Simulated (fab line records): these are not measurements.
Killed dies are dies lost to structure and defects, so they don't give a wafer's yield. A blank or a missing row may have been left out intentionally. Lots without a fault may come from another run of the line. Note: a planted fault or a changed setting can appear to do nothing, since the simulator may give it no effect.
Lot-split experiment    flow n5-finfet    21 wafers read across 7 lots, on a route 1938 steps long

== THE SPLIT ==
At N5_SD_EPI_P_ETCH_16 (etches SiO2 in CHF3/O2, target depth 5 nm), the setting target-depth-a was moved away from the recipe's 50 angstrom on 8 of the 21 wafers read, by -12.0% to -6.6%. All remaining wafers had this setting at the recipe value.

Reading taken at the split's own step.

== THE READING ==
etch.depth-nm (the simulator's own value, which no gauge read), in nm, at N5_SD_EPI_P_ETCH_16 (etches SiO2 in CHF3/O2, target depth 5 nm). The file gives no usual value for it. The 13 wafers here that ran the recipe average 4.953 nm, standard deviation 0.044 nm.

wafer   tool, chamber at the split  target-depth-a as run, angstrom  against the recipe  etch.depth-nm, nm  against lot-mates on the recipe
L074.1  rie-diel-03, 2,0            44.01                            -12.0%              4.31               -0.648
L074.2  rie-diel-03, 2,0            44.01                            -12.0%              4.31               -0.648
L074.6  rie-diel-03, 1              50                               recipe              4.958              -
L076.1  rie-diel-03, 3              46.68                            -6.6%               4.652              -0.306
L076.2  rie-diel-03, 2              46.68                            -6.6%               4.519              -0.439
L076.3  rie-diel-03, 1              50                               recipe              4.958              -
L082.1  rie-diel-03, 1              50                               recipe              4.926              -
L082.4  rie-diel-03, 2              50                               recipe              4.919              -
L082.6  rie-diel-03, 3              50                               recipe              4.969              -
L087.4  rie-diel-03, 3              50                               recipe              5.056              -
L087.5  rie-diel-03, 1              50                               recipe              4.969              -
L087.6  rie-diel-03, 0              50                               recipe              4.898              -
L089.1  rie-diel-03, 3              44.76                            -10.5%              4.477              -0.419
L089.2  rie-diel-03, 1              44.76                            -10.5%              4.396              -0.500
L089.4  rie-diel-03, 0              50                               recipe              4.896              -
L094.1  rie-diel-06, 2              46.72                            -6.6%               4.627              -0.362
L094.3  rie-diel-06, 1              46.72                            -6.6%               4.71               -0.279
L094.5  rie-diel-06, 0              50                               recipe              4.989              -
L095.2  rie-diel-06, 0              50                               recipe              4.922              -
L095.4  rie-diel-06, 1              50                               recipe              5.005              -
L095.6  rie-diel-06, 0              50                               recipe              4.93               -
When a row names more than one chamber, that row covers several wafers, and the file does not tell which wafer ran in which chamber.

FIT RESULTS
A straight line over all 21 wafers: etch.depth-nm changes by +0.0514 nm for each +1% of target-depth-a; r = +0.98; the points scatter about the line by 0.051 nm.
The same after taking each lot's own level away (the mean of its wafers on the recipe; 21 wafers): +0.0503 nm for each +1%; r = +0.98; scatter 0.051 nm.
On that fit, the largest move of target-depth-a shifts the reading by 0.6 nm.
The span of the lots' own levels, 4.8960 to 4.9890 nm, comes to 2.1 times the standard deviation stated above.
Hence the lot-to-lot level has little effect on the slope; both slopes agree.
Check: -0.591 nm against its lot-mates is what the line predicts for one of the wafers moved furthest among these (-12.0%) when that wafer is left out of the fit. Against them it came out at -0.648 nm.

== THE OTHER SPLITS THESE WAFERS WENT THROUGH ==
Other splits were also applied to these wafers ahead of the reading. Each is held against what the fit with the lots' levels taken away leaves over:
other split on the same wafers         wafers away from the commonest value  r with etch.depth-nm (lot level and that fit taken away)
N5_FIN_SAQP_SPACER1_ALD_24 ald-cycles  5                                     -0.04
N5_FIN_SAQP_ETCH_34 source-w           7                                     +0.12
N5_DUMMY_GATE_EXPOSE_12 dose-mj        4                                     -0.16
N5_DUMMY_GATE_ETCH_37 source-w         5                                     +0.08
N5_SD_EPI_N_ETCH_16 target-depth-a     7                                     -0.05
N5_SD_EPI_N_EPI_21 temp-c              8                                     -0.37

== THE FILE'S OWN FIT ==
etch.depth-nm changes by +0.0504 nm for each +1% of target-depth-a, r = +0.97.
